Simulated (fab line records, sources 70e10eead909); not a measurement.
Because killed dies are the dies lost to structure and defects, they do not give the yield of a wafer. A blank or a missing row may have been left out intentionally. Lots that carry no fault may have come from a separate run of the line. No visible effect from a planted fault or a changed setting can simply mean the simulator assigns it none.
Matching of chambers | flow nand harc | rie diel-13 running NHARC_A_STAIRCASE_DESCUM_252: 4 sister chambers
The step chemistry O2, time 3 s. 8 wafers are shown with their chamber, then 7 later ones without.

== WAFERS WITH THEIR CHAMBER ==
wafer  | chamber | showerhead plenum p Torr (Torr) | drypump motor current A (A)
L079.1 | 2       | 1.88                            | 5.6
L079.5 | 3       | 1.88                            | 5.7
L079.6 | 0       | 1.79                            | 5.3
L083.1 | 3       | 1.87                            | 5.7
L083.2 | 1       | 1.84                            | 5.6
L083.3 | 0       | 1.79                            | 5.3
L085.2 | 2       | 1.88                            | 5.7
L085.3 | 1       | 1.84                            | 5.5

== WAFERS WITH NO CHAMBER GIVEN ==
wafer  | showerhead plenum p Torr (Torr) | drypump motor current A (A)
L085.6 | 1.84                            | 5.5
L087.1 | 1.79                            | 5.3
L087.3 | 1.84                            | 5.5
L087.6 | 1.84                            | 5.5
L090.2 | 1.86                            | 5.7
L090.5 | 1.87                            | 5.7
L090.6 | 1.86                            | 5.7

== WHICH CHAMBER EACH ONE RAN IN ==
wafer  | from the rows above     | in truth
L085.6 | 1                       | 1
L087.1 | 0                       | 0
L087.3 | 1                       | 1
L087.6 | 1                       | 1
L090.2 | can't be placed: 3 or 2 | 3
L090.5 | can't be placed: 3 or 2 | 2
L090.6 | can't be placed: 3 or 2 | 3
Correctly placed: 4 of 7. From these rows, 3 cannot be placed; in 3 the true chamber is one of the candidates. 0 placed wrongly.
How it was worked out, from the rows above alone: a wafer's distance from a chamber is the root of the sum, over the readings, of the square of ((its reading less the chamber's mean) divided by the reading's scatter). The wafer belongs to the nearest chamber; if the next one is less than 2 further off, it can't be placed. For every chamber, the mean is computed from those of its wafers that are shown. The scatter: the root of (the sum of the squares of (reading less its chamber's mean) over the shown wafers, divided by (wafers less chambers)).
